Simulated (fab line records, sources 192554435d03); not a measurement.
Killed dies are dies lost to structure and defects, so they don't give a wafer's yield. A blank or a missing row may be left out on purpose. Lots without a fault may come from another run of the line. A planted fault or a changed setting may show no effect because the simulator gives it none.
Split-lot experiment | flow n5_finfet | 7 lots, 21 wafers read, on a route of 1938 steps

THE SPLIT
At N5_BEOL_M6_EXPOSE_08 (exposes mask M6), the setting dose_mj was moved away from the recipe's 68.25 on 4 of the 21 wafers read, by -6.8% to +2.0%. The other wafers ran this setting at the recipe's value.

FROM THE SPLIT TO THE READING: what the file shows between them, 17 steps
- N5_BEOL_M6_PEB_09: peb time 60 s
- N5_BEOL_M6_DEVELOP_10: develop time 30 s
- N5_BEOL_M6_CD_MEAS_11: target cd 38.5 nm
- N5_BEOL_M6_DESCUM_16: chemistry O2, time 7.9 s
- N5_BEOL_M6_ETCH_61: etches SiARC in CF4, target depth 45.5 nm, time 75.8 s
- N5_BEOL_M6_ETCH_62: etches SOC in N2/H2, target depth 110 nm, overetch 22 nm, time 165 s
- N5_BEOL_M6_STRIP_68: strips in N2/H2
- N5_BEOL_M6_STRIP_67: strips in CF4
- N5_BEOL_M6_HM_OPEN_17: chemistry Cl2/BCl3, target TiN, target depth 20 nm, overetch 6 nm
- N5_BEOL_M6_TRENCH_ETCH_37: etches SiCOH lowk in C4F6/O2, target depth 94.435 nm, time 31.5 s (also split here: time_s)
- N5_BEOL_M6_ETCH_41: etches SiCN in CH3F/O2, target depth 29.7 nm, time 52 s
- N5_BEOL_M6_STRIP_80: strips in N2/H2, time 10 s
- N5_BEOL_M6_OCD_MEAS_38
- N5_BEOL_M6_HM_STRIP_39: strips TiN in peroxide tin strip, target depth 25 nm, time 158 s
- N5_BEOL_M6_SRD_40: time 30 s
- N5_BEOL_M6_PRECLEAN_42: cleans in residue remover, time 60 s
- N5_BEOL_M6_SRD_43: time 30 s

THE READING
cd_nm, in nm, at N5_BEOL_M6_CD_MEAS_35 (target cd 40 nm, target cd y 28 nm). Fault-free wafers of this fab line usually give 40.3 nm, standard deviation 0.57 nm.

wafer  | tool, chamber at the split | dose_mj as run | against the recipe | cd_nm, nm | against lot-mates on the recipe
L078.1 | arfi_scanner-01, 0         | 68.25          | recipe             | 39.9      | -
L078.4 | arfi_scanner-01, 0         | 68.25          | recipe             | 38.8      | -
L078.6 | arfi_scanner-01, 0         | 68.25          | recipe             | 39.4      | -
L083.1 | arfi_scanner-01, 0         | 68.25          | recipe             | 39.0      | -
L083.2 | arfi_scanner-01, 0         | 68.25          | recipe             | 40.2      | -
L083.4 | arfi_scanner-01, 0         | 68.25          | recipe             | 40.0      | -
L090.1 | arfi_scanner-01, 0         | 63.63          | -6.8%              | 37.0      | -3.5
L090.2 | arfi_scanner-01, 0         | 68.25          | recipe             | 40.7      | -
L090.5 | arfi_scanner-01, 0         | 68.25          | recipe             | 40.2      | -
L089.3 | arfi_scanner-01, 0         | 66.51          | -2.5%              | 39.9      | -0.3
L089.4 | arfi_scanner-01, 0         | 68.25          | recipe             | 40.1      | -
L089.6 | arfi_scanner-01, 0         | 68.25          | recipe             | 40.2      | -
L092.2 | arfi_scanner-02, 0         | 68.25          | recipe             | 40.5      | -
L092.5 | arfi_scanner-02, 0         | 68.25          | recipe             | 40.7      | -
L092.6 | arfi_scanner-02, 0         | 68.25          | recipe             | 40.6      | -
L096.3 | arfi_scanner-03, 0         | 69.61          | +2.0%              | 41.0      | +0.4
L096.4 | arfi_scanner-03, 0         | 69.61          | +2.0%              | 41.0      | +0.4
L096.6 | arfi_scanner-03, 0         | 68.25          | recipe             | 40.6      | -
L097.2 | arfi_scanner-03, 0         | 68.25          | recipe             | 40.7      | -
L097.3 | arfi_scanner-03, 0         | 68.25          | recipe             | 40.0      | -
L097.4 | arfi_scanner-03, 0         | 68.25          | recipe             | 40.1      | -

THE FIT
A straight line over all 21 wafers: cd_nm changes by +0.419 nm for each +1% of dose_mj; r = +0.80; the points scatter about the line by 0.56 nm.
The same after taking each lot's own level away (the mean of its wafers on the recipe; 21 wafers): +0.422 nm for each +1%; r = +0.87; scatter 0.42 nm.
On that fit, the largest move of dose_mj shifts the reading by 2.9 nm.
The lots' own levels span 39.37 to 40.60 nm, that is 2.2 times the standard deviation above.
So the lot-to-lot level blurs the effect unless lot-mates are compared.
Check: with one of the wafers moved furthest among these (-6.8%) left out of the fit, the line predicts -1.02 nm for it against its lot-mates. It came out at -3.45 nm against them.

OTHER SPLITS ON THESE WAFERS
These wafers also went through other splits before the reading. Each is held against what the fit with the lots' levels taken away leaves over:
other split on the same wafers   | wafers away from the commonest value | r with cd_nm (lot level and that fit taken away)
N5_BEOL_M6_TRENCH_ETCH_37 time_s | 5                                    | -0.29

THE WHOLE CHAIN: every reading that the file lists as answering this split, in the file's order
step                  | what it does                                                         | reading                                                               | change (the file's fit)               | r (the file's)
N5_BEOL_M6_CD_MEAS_11 | target cd 38.5 nm                                                    | cd_nm                                                                 | +0.404 nm for each +1% of the setting | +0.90
N5_BEOL_M6_ETCH_61    | etches SiARC in CF4, target depth 45.5 nm, time 75.8 s               | BEOL_M6.cd_offset_nm (the simulator's own value, which no gauge read) | +0.379 nm for each +1% of the setting | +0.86
N5_BEOL_M6_ETCH_62    | etches SOC in N2/H2, target depth 110 nm, overetch 22 nm, time 165 s | BEOL_M6.cd_offset_nm (the simulator's own value, which no gauge read) | +0.441 nm for each +1% of the setting | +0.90
N5_BEOL_M6_HM_OPEN_17 | chemistry Cl2/BCl3, target TiN, target depth 20 nm, overetch 6 nm    | BEOL_M6.cd_offset_nm (the simulator's own value, which no gauge read) | +0.422 nm for each +1% of the setting | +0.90
N5_BEOL_M6_CD_MEAS_35 | target cd 40 nm, target cd y 28 nm                                   | cd_nm                                                                 | +0.444 nm for each +1% of the setting | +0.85

THE FILE'S OWN FIT
cd_nm changes by +0.444 nm for each +1% of dose_mj, r = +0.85.
